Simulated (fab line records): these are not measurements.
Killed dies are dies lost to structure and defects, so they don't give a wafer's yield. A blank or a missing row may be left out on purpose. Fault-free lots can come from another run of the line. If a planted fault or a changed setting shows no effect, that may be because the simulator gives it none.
Matching of chambers    flow n5 finfet    N5_STI_FIN_REVEAL_STRIP_24 on rie diel-01: 4 sister chambers
The step strips in N2/H2, time 90 s. 4 wafers are shown with their chamber, then 12 later ones without.

WAFERS WITH THEIR CHAMBER
wafer   chamber  showerhead plenum p Torr (Torr)
L088.2  0        3.21
L088.6  1        3.47
L089.2  3        3.42
L089.6  2        3.45

WAFERS MISSING THEIR CHAMBER
wafer   showerhead plenum p Torr (Torr)
L090.1  3.42
L090.2  3.45
L090.3  3.21
L090.4  3.45
L090.5  3.21
L090.6  3.42
L092.1  3.47
L092.2  3.21
L092.4  3.41
L095.2  3.20
L095.3  3.47
L095.5  3.47

WHICH CHAMBER EACH WENT THROUGH
wafer   from the rows above  in truth
L090.1  3                    3
L090.2  2                    2
L090.3  0                    0
L090.4  2                    2
L090.5  0                    0
L090.6  3                    3
L092.1  1                    1
L092.2  0                    0
L092.4  3                    3
L095.2  0                    0
L095.3  1                    1
L095.5  1                    1
Placed correctly: 12 of 12. Number that these rows cannot place: 0. Wrongly placed: 0.
How it was worked out, from the rows above alone: a wafer's distance from a chamber is the root of the sum, over the readings, of the square of ((its reading less the chamber's mean) divided by the reading's scatter). The wafer belongs to the nearest chamber; if the next one is less than 2 further off, it can't be placed. Each chamber's mean is taken over the wafers shown for it. The scatter: with one shown wafer a chamber, the root of the mean of the squares of how far each hidden wafer lies from its nearest shown one.
